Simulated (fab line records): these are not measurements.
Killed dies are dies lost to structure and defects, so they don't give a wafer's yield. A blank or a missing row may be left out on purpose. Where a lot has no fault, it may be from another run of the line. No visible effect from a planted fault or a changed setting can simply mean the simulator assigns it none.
Struck lot and sound lot, side by side :: flow n5_finfet :: 24 out of 1938 route steps
Sound: wafers L686.2, L686.4, L686.5. Wafers L683.2, L683.3, L683.5 were the ones struck. Last of all comes the cause.
Order at every step that has rows: each side's tool, ch and its chambers, its first start. Under that, the readings that differ: sound wafers :: struck wafers :: difference of the means :: sigmas: that difference in standard deviations of wafers without a fault.
alike: readings whose means differ by less than 2 such deviations, and words and numbers that are the same on both sides. not compared: withheld readings, readings that some wafer has no value for, bounds like >300 that may hide the same value, and numbers for which the record gives no deviation and whose values overlap.
A row with sigmas, a row that says differs or no value, or rows on one side alone: a step with any of these is where the two part. Numbers that have no deviation but don't overlap get no sigmas and don't part them. A reading missing from all wafers of one side parts the sides only when that side holds two or more wafers.

first, 8 steps without rows for these wafers: N5_BEOL_M9_ANNEAL_51 (time 90 s); N5_BEOL_M9_CMP_52 (polishes, stops on SiCOH lowk, t overpolish 7 s, target thk 140 nm); N5_BEOL_M9_PRE_CLEAN_55 (time 15 s); N5_BEOL_M9_DEP_56 (deposits SiCN from 3MS/NH3, target thk 15 nm, time 26.5 s); N5_BEOL_M10_ILD_DEP_00 (deposits SiCOH lowk from DEMS/porogen, target thk 308.51 nm, time 58 s); N5_BEOL_M10_CURE_71 (cures SiCOH lowk, time 240 s); N5_BEOL_M10_PECVD_70 (deposits SiO2 from TEOS/O2, target thk 20 nm, time 22.7 s); N5_BEOL_M10_HM_DEP_02 (deposits TiN, target thk 20 nm).
N5_BEOL_M10_COAT_59: time 60 s, resist thk 100 nm.
  sound on litho_track-02 ch 0, day 16 16:25; struck on litho_track-03 ch 0, day 16 12:42
reading: spin_speed_rpm (rpm)
sound: 1500.6 1500.1 1499.9
struck: 1559.6 1559.1 1558.5
difference: +58.9
sigmas: +54

reading: model.SOC_of_BEOL_M10_COAT_59.thk_nm (nm)
sound: 100.8 100.2 100.4
struck: 98.2 98 98
difference: -2.4
sigmas: 
  alike: plate_temp_C
then, 9 steps without rows for these wafers: N5_BEOL_M10_COAT_60 (time 60 s, resist thk 30 nm); N5_BEOL_M10_COAT_05 (resist thk 90 nm); N5_BEOL_M10_EBR_07; N5_BEOL_M10_SOFTBAKE_06 (time 60 s); N5_BEOL_M10_EXPOSE_08 (exposes mask M10); N5_BEOL_M10_PEB_09 (peb time 60 s); N5_BEOL_M10_DEVELOP_10 (develop time 30 s); N5_BEOL_M10_DESCUM_16 (chemistry O2, time 7.9 s); N5_BEOL_M10_ETCH_61 (etches SiARC in CF4, target depth 39 nm, time 65 s).
N5_BEOL_M10_ETCH_62: etches SOC in N2/H2, target depth 110 nm, overetch 22 nm, time 165 s.
  sound on rie_diel-04 ch 0,3, day 16 17:30; struck on rie_diel-05 ch 0,3, day 16 13:10
reading: model.etch.depth_nm (nm)
sound: 100.7 100.2 100.3
struck: 98.22 97.91 97.95
difference: -2.37
sigmas: 
  alike: drypump_motor_current_A, h2_flow_sccm, oes_product_au, rf_vpp_V, showerhead_plenum_p_Torr, throttle_valve_pct
  not compared: rf_hours_counter_h
then, 2 steps without rows for these wafers: N5_BEOL_M10_STRIP_68 (strips in N2/H2); N5_BEOL_M10_STRIP_67 (strips in CF4).
N5_BEOL_M10_HM_OPEN_17: chemistry Cl2/BCl3, target TiN, target depth 20 nm, overetch 6 nm.
  sound on rie_metal-01 ch 0, day 16 17:41; struck on rie_metal-02 ch 0,1, day 16 13:22
reading: model.SOC_of_BEOL_M10_COAT_59.thk_nm (nm)
sound: 93 92.4 92.6
struck: 90.6 89.6 89.8
difference: -2.7
sigmas: 
  alike: drypump_motor_current_A, mfc_cl2_sccm, oes_product_au, throttle_valve_pct
  not compared: rf_hours_counter_h
then, 1 step without rows for these wafers: N5_BEOL_M10_STRIP_19 (strips in O2).
-- here the record skips 2 days between the struck wafers' starts before and after, leaving off in module BEOL_M10 and picking up in module PASSIVATION (first step shown: number 1936 of the route) --
N5_PASSIVATION_PROBE_49:
  rows exist in the record for the struck wafers here (prober-01, day 18 22:08), but not for the sound ones

== WHERE THEY PART ==
At N5_BEOL_M10_COAT_59 first; at N5_PASSIVATION_PROBE_49 last (within this record only).

WHY: what had been put in by the simulator
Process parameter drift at N5_BEOL_M10_COAT_59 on litho_track-03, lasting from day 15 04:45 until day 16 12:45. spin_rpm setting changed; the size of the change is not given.
